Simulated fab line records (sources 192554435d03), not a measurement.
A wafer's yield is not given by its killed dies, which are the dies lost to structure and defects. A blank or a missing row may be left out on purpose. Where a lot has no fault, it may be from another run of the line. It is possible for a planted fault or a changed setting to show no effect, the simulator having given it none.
Split-lot trial -- flow n5Finfet -- 7 lots, 21 wafers read, on a route of 1938 steps

== THE SPLIT ==
At N5_BEOL_M14_TRENCH_ETCH_34 (etches SiO2 in C4F8/O2/Ar, target depth 556.65 nm, time 126.9 s), the setting timeS was moved away from the recipe's 126.9 s on 8 of the 21 wafers read, by -19.0% to -5.8%. All remaining wafers had this setting at the recipe value.

== FROM SPLIT TO READING: 1 step shown by the file between the two ==
- N5_BEOL_M14_STRIP_70: strips in C4F8/O2/Ar

== THE READING ==
trenchDepthNm, in nm, at N5_BEOL_M14_OCD_MEAS_35. Fault-free wafers of this fab line usually give 551 nm, standard deviation 15 nm.

wafer,"tool, chamber at the split","timeS as run, s",against the recipe,"trenchDepthNm, nm",against lot-mates on the recipe
L079.3,"rieDiel-03, 2",102.8,-19.0%,439,-114
L079.5,"rieDiel-03, 2",126.9,recipe,553,-
L079.6,"rieDiel-03, 0",102.8,-19.0%,452,-101
L086.2,"rieDiel-03, 2",104.3,-17.8%,456,-124
L086.3,"rieDiel-03, 3",126.9,recipe,580,-
L086.6,"rieDiel-03, 2",104.3,-17.8%,457,-123
L088.2,"rieDiel-03, 1",126.9,recipe,566,-
L088.4,"rieDiel-03, 3",126.9,recipe,571,-
L088.6,"rieDiel-03, 2",126.9,recipe,551,-
L091.1,"rieDiel-05, 0",126.9,recipe,563,-
L091.4,"rieDiel-05, 2",119.5,-5.8%,504,-59
L091.6,"rieDiel-05, 0",119.5,-5.8%,528,-35
L092.1,"rieDiel-04, 1",126.9,recipe,556,-
L092.3,"rieDiel-04, 2",106.1,-16.4%,474,-82
L092.6,"rieDiel-04, 0",106.1,-16.4%,467,-89
L095.2,"rieDiel-05, 3",126.9,recipe,557,-
L095.4,"rieDiel-05, 2,1",126.9,recipe,529,-
L095.5,"rieDiel-05, 2,1",126.9,recipe,529,-
L097.3,"rieDiel-03, 1",126.9,recipe,565,-
L097.4,"rieDiel-03, 2",126.9,recipe,548,-
L097.5,"rieDiel-03, 1",126.9,recipe,568,-
When a row names more than one chamber, that row covers several wafers, and the file does not tell which wafer ran in which chamber.

FIT RESULTS
A straight line over all 21 wafers: trenchDepthNm changes by +5.61 nm for each +1% of timeS; r = +0.96; the points scatter about the line by 13 nm.
The same after taking each lot's own level away (the mean of its wafers on the recipe; 21 wafers): +5.97 nm for each +1%; r = +0.97; scatter 12 nm.
That fit puts the effect of the largest move of timeS on the reading at 1.1e+02 nm.
The lots' own levels span 538.3 to 580.0 nm, that is 2.8 times the standard deviation above.
The two slopes are in agreement: the lot-to-lot level therefore moves the slope only a little.
Check: -115 nm against its lot-mates is what the line predicts for one of the wafers moved furthest among these (-19.0%) when that wafer is left out of the fit. Against them it came out at -114 nm.

== OTHER SPLITS ON THESE WAFERS ==
Other splits were also applied to these wafers ahead of the reading. Each is held against what the fit with the lots' levels taken away leaves over:
other split on the same wafers,wafers away from the commonest value,r with trenchDepthNm (lot level and that fit taken away)
N5_BEOL_M12_COAT_04 spinRpm,8,-0.28
N5_BEOL_M13_TRENCH_ETCH_34 timeS,3,-0.02

== THE WHOLE CHAIN: every reading that the file lists as answering this split, in the file's order ==
step,what it does,reading,change (the file's fit),r (the file's)
N5_BEOL_M14_TRENCH_ETCH_34,"etches SiO2 in C4F8/O2/Ar, target depth 556.65 nm, time 126.9 s","etch.depthNm (the simulator's own value, which no gauge read)",+6 nm for each +1% of the setting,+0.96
N5_BEOL_M14_OCD_MEAS_35,,trenchDepthNm,+6.02 nm for each +1% of the setting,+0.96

== THE FILE'S OWN FIT ==
trenchDepthNm changes by +6.02 nm for each +1% of timeS, r = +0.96.
